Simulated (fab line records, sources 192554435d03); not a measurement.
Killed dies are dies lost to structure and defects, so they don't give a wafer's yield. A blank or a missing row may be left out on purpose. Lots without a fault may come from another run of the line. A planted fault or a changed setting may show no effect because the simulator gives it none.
A struck lot beside a sound one | flow n5_finfet | 39 steps out of a route of 1938
Sound: wafers L790.4, L790.5, L790.6. Struck: wafers L789.1, L789.4, L789.5. The cause comes at the end.
At each step with rows: each side's tool, then ch and its chambers, then its first start. Under that, the readings that differ: sound wafers | struck wafers | difference of the means | sigmas: that difference in standard deviations of wafers without a fault.
alike: readings whose means differ by less than 2 such deviations, and words and numbers that are the same on both sides. not compared: withheld readings, readings that some wafer has no value for, bounds like >300 that may hide the same value, and numbers for which the record gives no deviation and whose values overlap.
The two part at a step that has a row with sigmas, a row that says differs or no value, or rows on one side only. Numbers that don't overlap but have no deviation are shown without sigmas and don't part them. A reading that every wafer of one side lacks parts them only if that side has two wafers or more.

first, 12 steps without rows for these wafers: N5_SD_EPI_N_ETCH_34 (etches SiARC in CF4, target depth 45.5 nm, time 75.8 s); N5_SD_EPI_N_ETCH_35 (etches SOC in N2/H2, overetch 108 nm, time 486 s); N5_SD_EPI_N_STRIP_36 (strips in N2/H2); N5_SD_EPI_N_ETCHBACK_44 (etches SiNx in CH3F/O2, stops on SiO2, target depth 14.5 nm); N5_SD_EPI_N_ETCH_45 (etches SiOCN in CH3F/O2, target depth 6 nm); N5_SD_EPI_N_ETCH_16 (etches SiO2 in CHF3/O2, target depth 5 nm); N5_SD_EPI_N_STRIP_47 (strips in CHF3/O2); N5_SD_EPI_N_SD_RECESS_17 (chemistry HBr/Cl2/O2, target depth 41 nm, time 23.7 s, bt time 3 s); N5_SD_EPI_N_STRIP_38 (strips in N2/H2); N5_SD_EPI_N_WET_ETCH_43 (etches SiO2 in dHF, time 14 s, target depth 1.5 nm); N5_SD_EPI_N_STRIP_18 (strips in SPM, time 750 s); N5_SD_EPI_N_SRD_20 (time 30 s).
N5_SD_EPI_N_PRECLEAN_48: cleans in NF3:NH3, afs cycles 2, time 20 s, sublimation time 60 s.
  sound on epi_rpcvd-03 ch 0, day 8 07:35; struck on epi_rpcvd-04, day 8 06:44
  no value came back on the struck wafers for afs_cycles, chamber_pressure_Torr (Torr), sublimation_time_s (s); on the sound wafers afs_cycles reads 2 2 2
  reading                                  | sound       | struck      | difference | sigmas
  model.SiNx_of_SPACER0_ALD_08.thk_nm (nm) | 1.4 1.2 1.4 | 1.6 1.6 1.6 | +0.3       |
then, 1 step without rows for these wafers: N5_SD_EPI_N_VAPOR_ETCH_50 (etches Si in HCl, time 54 s).
N5_SD_EPI_N_EPI_21: deposits Si:P, time 690 s.
  sound on epi_rpcvd-03 ch 0, day 8 09:11; struck on epi_rpcvd-04 ch 0, day 8 07:17
  reading                                   | sound        | struck    | difference | sigmas
  model.Si-P_of_SD_EPI_N_EPI_21.thk_nm (nm) | 60.8 60 60.2 | 1 1.2 1.2 | -59        |
then, 22 steps without rows for these wafers: N5_SD_EPI_N_PRECLEAN_24 (cleans in O3/DIW, time 60 s); N5_SD_EPI_N_SRD_25 (time 30 s); N5_SD_EPI_N_PRECLEAN_49 (cleans in NF3:NH3, afs cycles 1, time 20 s, sublimation time 60 s); N5_SD_EPI_N_LINER_46 (material SiNx, target thk 3 nm); N5_SD_EPI_P_COAT_34 (time 60 s, resist thk 350 nm); N5_SD_EPI_P_COAT_35 (time 60 s, resist thk 35 nm); N5_SD_EPI_P_COAT_03 (resist thk 150 nm); N5_SD_EPI_P_EBR_05; N5_SD_EPI_P_SOFTBAKE_04 (time 60 s); N5_SD_EPI_P_EXPOSE_06 (exposes mask SD P BLK, target cd 240 nm); N5_SD_EPI_P_PEB_07 (peb time 60 s); N5_SD_EPI_P_DEVELOP_08 (develop time 30 s); N5_SD_EPI_P_DESCUM_14 (chemistry O2, time 7.9 s); N5_SD_EPI_P_ETCH_36 (etches SiARC in CF4, target depth 45.5 nm, time 75.8 s); N5_SD_EPI_P_ETCH_37 (etches SOC in N2/H2, overetch 108 nm, time 486 s); N5_SD_EPI_P_STRIP_38 (strips in N2/H2); N5_SD_EPI_P_ETCHBACK_46 (etches SiNx in CH3F/O2, stops on SiO2, target depth 17.5 nm); N5_SD_EPI_P_ETCH_47 (etches SiOCN in CH3F/O2, target depth 25 nm); N5_SD_EPI_P_ETCH_16 (etches SiO2 in CHF3/O2, target depth 5 nm); N5_SD_EPI_P_STRIP_50 (strips in CHF3/O2); N5_SD_EPI_P_SD_RECESS_17 (chemistry HBr/Cl2/O2, target depth 39.1 nm, bt time 3 s); N5_SD_EPI_P_WET_ETCH_45 (etches SiO2 in dHF, time 10.7 s, target depth 2 nm, rinse time 30 s).
N5_SD_ACTIVATION_RS_MEAS_03: measures by four-point-probe.
  sound on film_metro-02, day 8 15:37; struck on film_metro-02, day 8 15:11
  reading          | sound             | struck | difference                    | sigmas
  RS_SD_N (ohm/sq) | 21.26 21.41 21.58 | - - -  | no value on the struck wafers |
  alike: RS_SD_P
N5_MOL_CONTACT_COAG_ETCH_15: etches SiNx in CH3F/O2, stops on Si:P, target depth 7 nm.
  the record has rows for the sound wafers here (rie_diel-01 ch 0,2,3, day 9 22:05) and none for the struck ones

WHERE THEY PART
First at N5_SD_EPI_N_PRECLEAN_48; last, within this record, at N5_MOL_CONTACT_COAG_ETCH_15.

WHY: what the simulator had put in
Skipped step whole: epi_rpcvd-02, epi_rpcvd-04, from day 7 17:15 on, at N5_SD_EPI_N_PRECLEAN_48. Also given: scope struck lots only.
